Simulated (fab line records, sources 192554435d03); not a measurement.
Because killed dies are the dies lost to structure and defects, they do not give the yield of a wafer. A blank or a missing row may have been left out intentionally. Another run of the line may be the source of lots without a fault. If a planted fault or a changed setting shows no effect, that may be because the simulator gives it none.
fab line records	flow n5Finfet
[record] lots = 24	wafers = 72	lastDay = 17
route steps=1938 shown BEOL_M4@1078 BEOL_M5@1150
lots that met no fault: taken from a fault-free run of the same line
startH: start of the lot's first displayed wafer, in hours after the record's first day	waitH: how many hours have passed since the lot's step before this one	" unchanged from the row above	L1.1+2: a single row standing in for several wafers	- no value, or no start given	* or withheld: withheld	< > ~ a bound
route shown NAME@n: NAME is a module with steps in the file, n the number in the route of the first one	usual: mean and standard deviation over wafers with no fault	same: alike in all rows	chamber/n: place in a boat	sites: the reading at each site	_std_site: standard deviation of those values	_edge_site: the outer-site mean with the inner-site mean subtracted	radiusMm: how far each site lies from the wafer's centre	mask NAME#n: copy n	behind: the tool/chamber that last shaped the wafer	hold: why the lot went on hold/how many hours it stayed there/how the hold came to an end	device: names the non-switching transistor (n, p or np)	end of line: tests run on the same wafers once the route is complete	for a step that has no rows: nothing shown but its recipe	killed: the dies lost at the first sort to structure and to defects; this is not the yield of the wafer	map: a wafer's dies, marking killed ones x, the rest . and places with no die _
set.NAME: the setting as run; set.NAME@STEP: as run at that earlier step	model.NAME: the simulator's own value behind a step, which no gauge read
route steps across a sampled set of lots; one table per step, one row per wafer
services: when a tool's chamber went out of use (startH, in hours from the record's first day, below 0 if earlier), for how many hours, and the reason
[[steps]]
[step N5_BEOL_M4_CD_MEAS_35]
[recipe] targetCdNm = 18	targetCdYNm = 22.4	polarity = opening
[usual] cdNm = 18.1/0.38
lot.wafer	tool	chamber	startH	waitH	cdNm
L074.1	cdSem-01	-	155.34	0.0	18.6
L074.3	"	-	"	"	17.8
L074.6	"	-	"	"	18.0
L076.1	cdSem-03	-	163.98	0.0	18.2
L076.4	"	-	"	"	17.6
L076.6	"	-	"	"	18.3
L075.1	cdSem-01	-	166.94	0.0	18.7
L075.3	"	-	"	"	18.6
L075.6	"	-	"	"	18.1
L077.2	cdSem-02	-	188.80	0.0	18.3
L077.3	"	-	"	"	18.2
L077.5	"	-	"	"	18.4
L079.2	cdSem-03	-	191.94	0.0	17.5
L079.4	"	-	"	"	17.9
L079.6	"	-	"	"	17.7
L078.1	cdSem-02	-	194.91	0.0	17.9
L078.2	"	-	"	"	18.4
L078.5	"	-	"	"	18.6
L081.3	cdSem-03	-	198.08	0.0	17.8
L081.5	"	-	"	"	18.7
L081.6	"	-	"	"	18.5
L080.1	cdSem-02	-	198.29	0.0	17.7
L080.4	"	-	"	"	17.6
L080.5	"	-	"	"	17.9
L082.1	cdSem-02	-	198.56	0.0	18.0
L082.2	"	-	"	"	17.7
L082.5	"	-	"	"	18.2
L083.2	cdSem-03	-	210.77	0.0	18.2
L083.3	"	-	"	"	17.7
L083.4	"	-	"	"	18.1
L084.1	cdSem-01	-	217.56	0.0	18.5
L084.2	"	-	"	"	18.4
L084.3	"	-	"	"	19.2
L085.1	cdSem-01	-	227.22	0.0	18.2
L085.2	"	-	"	"	17.8
L085.3	"	-	"	"	17.7
L086.1	cdSem-01	-	238.03	0.0	18.8
L086.2	"	-	"	"	18.6
L086.4	"	-	"	"	17.9
L088.2	cdSem-01	-	239.97	0.0	17.5
L088.3	"	-	"	"	17.1
L088.5	"	-	"	"	17.4
L087.1	cdSem-02	-	243.39	0.0	17.9
L087.5	"	-	"	"	18.4
L087.6	"	-	"	"	17.9
L089.2	cdSem-01	-	257.99	0.0	18.0
L089.5	"	-	"	"	18.1
L089.6	"	-	"	"	18.1
L090.1	cdSem-03	-	258.47	0.0	18.3
L090.3	"	-	"	"	18.8
L090.4	"	-	"	"	18.6
L091.1	cdSem-03	-	260.14	0.0	17.9
L091.2	"	-	"	"	17.4
L091.6	"	-	"	"	18.0
L092.1	cdSem-01	-	263.49	0.0	18.3
L092.2	"	-	"	"	18.1
L092.4	"	-	"	"	18.1
L093.2	cdSem-02	-	269.58	0.0	17.9
L093.5	"	-	"	"	18.0
L093.6	"	-	"	"	17.6
L094.3	cdSem-01	-	278.32	0.0	17.3
L094.4	"	-	"	"	18.0
L094.5	"	-	"	"	18.0
L095.1	cdSem-02	-	286.67	0.0	17.7
L095.2	"	-	"	"	18.2
L095.6	"	-	"	"	17.6
L096.1	cdSem-03	-	303.30	0.0	17.6
L096.2	"	-	"	"	17.6
L096.5	"	-	"	"	17.9
L097.1	cdSem-01	-	306.62	0.0	18.1
L097.2	"	-	"	"	17.9
L097.5	"	-	"	"	17.8
[step N5_BEOL_M4_SPUTTER_48]
[recipe] material = Cu	targetThkA = 45	tempC = -20	chamberPressurePa = 0.07	powerW = withheld	timeS = 8.29
[usual] throttleValvePct = 30.3/1.1
lot.wafer	tool	chamber	startH	waitH	throttleValvePct
L074.1	pvdSputter-01	-	156.31	0.1	31.6
L074.3	"	-	"	"	31.3
L074.6	"	-	"	"	30.8
L076.1	pvdSputter-01	-	165.15	0.4	30.9
L076.4	"	-	"	"	31.4
L076.6	"	-	"	"	29.8
L075.1	pvdSputter-03	-	168.08	0.2	31.6
L075.3	"	-	"	"	30.4
L075.6	"	-	"	"	29.2
L077.2	pvdSputter-03	-	189.60	0.1	30.2
L077.3	"	-	"	"	28.3
L077.5	"	-	"	"	30.3
L079.2	pvdSputter-02	-	193.10	0.2	30.3
L079.4	"	-	"	"	31.5
L079.6	"	-	"	"	30.4
L078.1	pvdSputter-01	-	196.20	0.2	29.6
L078.2	"	-	"	"	31.1
L078.5	"	-	"	"	31.8
L081.3	pvdSputter-01	-	198.97	0.1	29.6
L081.5	"	-	"	"	31.5
L081.6	"	-	"	"	31.0
L080.1	pvdSputter-01	-	200.89	1.5	30.9
L080.4	"	-	"	"	30.7
L080.5	"	-	"	"	30.9
L082.1	pvdSputter-02	-	201.18	1.5	29.1
L082.2	"	-	"	"	30.5
L082.5	"	-	"	"	31.8
L083.2	pvdSputter-03	-	213.72	0.1	29.1
L083.3	"	-	"	"	28.5
L083.4	"	-	"	"	31.8
L084.1	pvdSputter-03	-	218.64	0.1	29.1
L084.2	"	-	"	"	28.6
L084.3	"	-	"	"	31.9
L085.1	pvdSputter-02	-	228.69	0.3	28.9
L085.2	"	-	"	"	31.6
L085.3	"	-	"	"	30.3
L086.1	pvdSputter-03	-	239.28	0.1	28.4
L086.2	"	-	"	"	30.3
L086.4	"	-	"	"	29.2
L088.2	pvdSputter-01	-	241.75	0.1	31.4
L088.3	"	-	"	"	30.7
L088.5	"	-	"	"	31.6
L087.1	pvdSputter-01	-	244.27	0.1	31.6
L087.5	"	-	"	"	32.0
L087.6	"	-	"	"	29.4
L089.2	pvdSputter-02	-	259.07	0.1	30.2
L089.5	"	-	"	"	29.0
L089.6	"	-	"	"	30.0
L090.1	pvdSputter-03	-	259.65	0.3	31.7
L090.3	"	-	"	"	28.5
L090.4	"	-	"	"	29.2
L091.1	pvdSputter-02	-	261.22	0.1	29.9
L091.2	"	-	"	"	31.2
L091.6	"	-	"	"	29.9
L092.1	pvdSputter-02	-	264.43	0.4	30.3
L092.2	"	-	"	"	28.8
L092.4	"	-	"	"	31.7
L093.2	pvdSputter-03	-	270.74	0.3	28.6
L093.5	"	-	"	"	31.9
L093.6	"	-	"	"	29.3
L094.3	pvdSputter-03	-	280.01	0.3	28.5
L094.4	"	-	"	"	29.1
L094.5	"	-	"	"	29.2
L095.1	pvdSputter-01	-	287.42	0.1	31.0
L095.2	"	-	"	"	29.7
L095.6	"	-	"	"	30.8
L096.1	pvdSputter-01	-	304.01	0.1	29.7
L096.2	"	-	"	"	31.3
L096.5	"	-	"	"	31.4
L097.1	pvdSputter-02	-	307.75	0.1	31.5
L097.2	"	-	"	"	28.8
L097.5	"	-	"	"	30.0
[step N5_BEOL_M4_ANNEAL_89]
[recipe] tempC = 400	timeS = 240	ambient = vacuum
[usual] heaterPowerW = 913/120
lot.wafer	tool	chamber	startH	waitH	heaterPowerW
L074.1	pvdSputter-01	-	157.27	0.0	1027
L074.3	"	-	"	"	1066
L074.6	"	-	"	"	1062
L076.1	pvdSputter-01	-	166.11	0.0	835
L076.4	"	-	"	"	1031
L076.6	"	-	"	"	883
L075.1	pvdSputter-03	-	169.04	0.0	943
L075.3	"	-	"	"	688
L075.6	"	-	"	"	984
L077.2	pvdSputter-03	-	190.56	0.0	692
L077.3	"	-	"	"	784
L077.5	"	-	"	"	686
L079.2	pvdSputter-02	-	194.06	0.0	746
L079.4	"	-	"	"	892
L079.6	"	-	"	"	755
L078.1	pvdSputter-01	-	197.16	0.0	902
L078.2	"	-	"	"	828
L078.5	"	-	"	"	1013
L081.3	pvdSputter-01	-	199.93	0.0	916
L081.5	"	-	"	"	1016
L081.6	"	-	"	"	1049
L080.1	pvdSputter-01	-	201.85	0.0	1050
L080.4	"	-	"	"	874
L080.5	"	-	"	"	826
L082.1	pvdSputter-02	-	202.14	0.0	1155
L082.2	"	-	"	"	771
L082.5	"	-	"	"	916
L083.2	pvdSputter-03	-	214.68	0.0	977
L083.3	"	-	"	"	784
L083.4	"	-	"	"	973
L084.1	pvdSputter-03	-	219.60	0.0	986
L084.2	"	-	"	"	772
L084.3	"	-	"	"	953
L085.1	pvdSputter-02	-	229.65	0.0	1143
L085.2	"	-	"	"	926
L085.3	"	-	"	"	770
L086.1	pvdSputter-03	-	240.24	0.0	776
L086.2	"	-	"	"	673
L086.4	"	-	"	"	923
L088.2	pvdSputter-01	-	242.71	0.0	1007
L088.3	"	-	"	"	1045
L088.5	"	-	"	"	1021
L087.1	pvdSputter-01	-	245.23	0.0	1020
L087.5	"	-	"	"	1036
L087.6	"	-	"	"	917
L089.2	pvdSputter-02	-	260.03	0.0	757
L089.5	"	-	"	"	1132
L089.6	"	-	"	"	767
L090.1	pvdSputter-03	-	260.61	0.0	949
L090.3	"	-	"	"	769
L090.4	"	-	"	"	994
L091.1	pvdSputter-02	-	262.18	0.0	891
L091.2	"	-	"	"	921
L091.6	"	-	"	"	877
L092.1	pvdSputter-02	-	265.39	0.0	782
L092.2	"	-	"	"	1149
L092.4	"	-	"	"	933
L093.2	pvdSputter-03	-	271.70	0.0	791
L093.5	"	-	"	"	932
L093.6	"	-	"	"	953
L094.3	pvdSputter-03	-	280.97	0.0	772
L094.4	"	-	"	"	933
L094.5	"	-	"	"	955
L095.1	pvdSputter-01	-	288.38	0.0	1061
L095.2	"	-	"	"	891
L095.6	"	-	"	"	830
L096.1	pvdSputter-01	-	304.97	0.0	875
L096.2	"	-	"	"	1075
L096.5	"	-	"	"	1015
L097.1	pvdSputter-02	-	308.71	0.0	905
L097.2	"	-	"	"	1110
L097.5	"	-	"	"	909
[step N5_BEOL_M4_ANNEAL_95]
[recipe] tempC = 400	timeS = 240	ambient = vacuum
[usual] heaterPowerW = 915/120
lot.wafer	tool	chamber	startH	waitH	heaterPowerW
L074.1	pvdSputter-01	-	157.93	0.0	1011
L074.3	"	-	"	"	1061
L074.6	"	-	"	"	1056
L076.1	pvdSputter-01	-	166.77	0.0	834
L076.4	"	-	"	"	1031
L076.6	"	-	"	"	889
L075.1	pvdSputter-03	-	169.70	0.0	972
L075.3	"	-	"	"	686
L075.6	"	-	"	"	962
L077.2	pvdSputter-03	-	191.22	0.0	705
L077.3	"	-	"	"	789
L077.5	"	-	"	"	704
L079.2	pvdSputter-02	-	194.72	0.0	784
L079.4	"	-	"	"	915
L079.6	"	-	"	"	770
L078.1	pvdSputter-01	-	197.82	0.0	907
L078.2	"	-	"	"	854
L078.5	"	-	"	"	1054
L081.3	pvdSputter-01	-	200.59	0.0	889
L081.5	"	-	"	"	997
L081.6	"	-	"	"	1051
L080.1	pvdSputter-01	-	202.51	0.0	1042
L080.4	"	-	"	"	848
L080.5	"	-	"	"	827
L082.1	pvdSputter-02	-	202.80	0.0	1164
L082.2	"	-	"	"	789
L082.5	"	-	"	"	924
L083.2	pvdSputter-03	-	215.34	0.0	939
L083.3	"	-	"	"	766
L083.4	"	-	"	"	953
L084.1	pvdSputter-03	-	220.26	0.0	957
L084.2	"	-	"	"	770
L084.3	"	-	"	"	933
L085.1	pvdSputter-02	-	230.31	0.0	1132
L085.2	"	-	"	"	906
L085.3	"	-	"	"	774
L086.1	pvdSputter-03	-	240.90	0.0	791
L086.2	"	-	"	"	694
L086.4	"	-	"	"	976
L088.2	pvdSputter-01	-	243.37	0.0	1014
L088.3	"	-	"	"	1032
L088.5	"	-	"	"	1058
L087.1	pvdSputter-01	-	245.89	0.0	1032
L087.5	"	-	"	"	1008
L087.6	"	-	"	"	901
L089.2	pvdSputter-02	-	260.69	0.0	778
L089.5	"	-	"	"	1148
L089.6	"	-	"	"	747
L090.1	pvdSputter-03	-	261.27	0.0	949
L090.3	"	-	"	"	774
L090.4	"	-	"	"	970
L091.1	pvdSputter-02	-	262.84	0.0	898
L091.2	"	-	"	"	924
L091.6	"	-	"	"	886
L092.1	pvdSputter-02	-	266.05	0.0	766
L092.2	"	-	"	"	1168
L092.4	"	-	"	"	907
L093.2	pvdSputter-03	-	272.36	0.0	779
L093.5	"	-	"	"	954
L093.6	"	-	"	"	955
L094.3	pvdSputter-03	-	281.63	0.0	765
L094.4	"	-	"	"	979
L094.5	"	-	"	"	965
L095.1	pvdSputter-01	-	289.04	0.0	1056
L095.2	"	-	"	"	915
L095.6	"	-	"	"	838
L096.1	pvdSputter-01	-	305.63	0.0	896
L096.2	"	-	"	"	1056
L096.5	"	-	"	"	1004
L097.1	pvdSputter-02	-	309.37	0.0	916
L097.2	"	-	"	"	1150
L097.5	"	-	"	"	891
[step N5_BEOL_M4_SPUTTER_96]
[recipe] material = Cu	targetThkA = 45	tempC = -20	chamberPressurePa = 0.07	powerW = withheld	timeS = 8.29
[usual] throttleValvePct = 30.3/1.1
lot.wafer	tool	chamber	startH	waitH	throttleValvePct
L074.1	pvdSputter-01	-	158.07	0.1	31.4
L074.3	"	-	"	"	31.3
L074.6	"	-	"	"	31.1
L076.1	pvdSputter-01	-	166.91	0.1	30.7
L076.4	"	-	"	"	31.3
L076.6	"	-	"	"	29.5
L075.1	pvdSputter-03	-	169.84	0.1	31.8
L075.3	"	-	"	"	30.6
L075.6	"	-	"	"	29.0
L077.2	pvdSputter-03	-	191.36	0.1	30.4
L077.3	"	-	"	"	28.4
L077.5	"	-	"	"	30.2
L079.2	pvdSputter-02	-	194.86	0.1	30.2
L079.4	"	-	"	"	31.3
L079.6	"	-	"	"	30.6
L078.1	pvdSputter-01	-	197.96	0.1	29.6
L078.2	"	-	"	"	31.0
L078.5	"	-	"	"	31.8
L081.3	pvdSputter-01	-	200.73	0.1	29.5
L081.5	"	-	"	"	31.5
L081.6	"	-	"	"	31.1
L080.1	pvdSputter-01	-	202.65	0.1	31.0
L080.4	"	-	"	"	30.9
L080.5	"	-	"	"	30.8
L082.1	pvdSputter-02	-	202.94	0.1	29.3
L082.2	"	-	"	"	30.6
L082.5	"	-	"	"	31.4
L083.2	pvdSputter-03	-	215.48	0.1	28.9
L083.3	"	-	"	"	27.9
L083.4	"	-	"	"	32.1
L084.1	pvdSputter-03	-	220.40	0.1	29.2
L084.2	"	-	"	"	28.4
L084.3	"	-	"	"	31.4
L085.1	pvdSputter-02	-	230.45	0.1	29.1
L085.2	"	-	"	"	31.4
L085.3	"	-	"	"	30.1
L086.1	pvdSputter-03	-	241.04	0.1	28.3
L086.2	"	-	"	"	30.3
L086.4	"	-	"	"	29.0
L088.2	pvdSputter-01	-	243.51	0.1	31.6
L088.3	"	-	"	"	31.0
L088.5	"	-	"	"	31.3
L087.1	pvdSputter-01	-	246.03	0.1	31.3
L087.5	"	-	"	"	31.3
L087.6	"	-	"	"	29.6
L089.2	pvdSputter-02	-	260.83	0.1	30.3
L089.5	"	-	"	"	29.3
L089.6	"	-	"	"	30.5
L090.1	pvdSputter-03	-	261.41	0.1	31.9
L090.3	"	-	"	"	28.5
L090.4	"	-	"	"	29.2
L091.1	pvdSputter-02	-	262.98	0.1	30.2
L091.2	"	-	"	"	31.5
L091.6	"	-	"	"	30.1
L092.1	pvdSputter-02	-	266.19	0.1	30.1
L092.2	"	-	"	"	28.8
L092.4	"	-	"	"	31.5
L093.2	pvdSputter-03	-	272.50	0.1	28.4
L093.5	"	-	"	"	31.8
L093.6	"	-	"	"	29.0
L094.3	pvdSputter-03	-	281.77	0.1	28.6
L094.4	"	-	"	"	29.2
L094.5	"	-	"	"	29.2
L095.1	pvdSputter-01	-	289.18	0.1	31.0
L095.2	"	-	"	"	29.6
L095.6	"	-	"	"	30.8
L096.1	pvdSputter-01	-	305.77	0.1	29.6
L096.2	"	-	"	"	30.8
L096.5	"	-	"	"	31.4
L097.1	pvdSputter-02	-	309.51	0.1	31.6
L097.2	"	-	"	"	29.2
L097.5	"	-	"	"	29.9
[step N5_BEOL_M5_INSPECT_30]
[recipe] mode = adi	inspectInstrument = brightfield
[usual] rawDefectCount = 397/99
lot.wafer	tool	chamber	startH	waitH	rawDefectCount
L074.1	defectInspect-01	-	163.24	0.1	425
L074.3	"	-	"	"	350
L074.6	"	-	"	"	447
L076.1	defectInspect-02	-	173.17	0.1	289
L076.4	"	-	"	"	344
L076.6	"	-	"	"	332
L075.1	defectInspect-01	-	175.32	0.1	406
L075.3	"	-	"	"	531
L075.6	"	-	"	"	350
L077.2	defectInspect-02	-	197.24	0.0	249
L077.3	"	-	"	"	320
L077.5	"	-	"	"	271
L079.2	defectInspect-01	-	202.51	0.0	588
L079.4	"	-	"	"	383
L079.6	"	-	"	"	453
L078.1	defectInspect-02	-	204.69	0.1	414
L078.2	"	-	"	"	461
L078.5	"	-	"	"	324
L081.3	defectInspect-01	-	205.55	0.0	334
L081.5	"	-	"	"	368
L081.6	"	-	"	"	386
L080.1	defectInspect-02	-	209.07	0.1	273
L080.4	"	-	"	"	269
L080.5	"	-	"	"	468
L082.1	defectInspect-02	-	209.63	0.1	394
L082.2	"	-	"	"	375
L082.5	"	-	"	"	366
L083.2	defectInspect-01	-	222.59	0.0	484
L083.3	"	-	"	"	395
L083.4	"	-	"	"	457
L084.1	defectInspect-01	-	226.50	0.1	560
L084.2	"	-	"	"	357
L084.3	"	-	"	"	396
L085.1	defectInspect-01	-	234.91	0.1	483
L085.2	"	-	"	"	436
L085.3	"	-	"	"	435
L086.1	defectInspect-01	-	245.88	0.1	506
L086.2	"	-	"	"	473
L086.4	"	-	"	"	550
L088.2	defectInspect-01	-	250.01	0.0	478
L088.3	"	-	"	"	539
L088.5	"	-	"	"	724
L087.1	defectInspect-02	-	253.45	0.1	284
L087.5	"	-	"	"	236
L087.6	"	-	"	"	207
L089.2	defectInspect-02	-	265.82	0.0	534
L089.5	"	-	"	"	449
L089.6	"	-	"	"	384
L091.1	defectInspect-02	-	269.39	0.1	315
L091.2	"	-	"	"	321
L091.6	"	-	"	"	458
L090.1	defectInspect-01	-	269.44	0.1	406
L090.3	"	-	"	"	458
L090.4	"	-	"	"	543
L092.1	defectInspect-01	-	272.29	0.1	349
L092.2	"	-	"	"	376
L092.4	"	-	"	"	473
L093.2	defectInspect-02	-	280.59	0.0	284
L093.5	"	-	"	"	312
L093.6	"	-	"	"	455
L094.3	defectInspect-01	-	288.42	0.0	335
L094.4	"	-	"	"	238
L094.5	"	-	"	"	279
L095.1	defectInspect-02	-	295.08	0.1	290
L095.2	"	-	"	"	350
L095.6	"	-	"	"	233
L096.1	defectInspect-02	-	312.84	0.1	322
L096.2	"	-	"	"	386
L096.5	"	-	"	"	409
L097.1	defectInspect-02	-	315.26	0.1	411
L097.2	"	-	"	"	488
L097.5	"	-	"	"	449
[[services]]
tool	chamber	startH	hours	kind
pvdSputter-01	-	290.79	0.8	repair
pvdSputter-01	-	294.87	7.9	repair
[[key]]
fault none
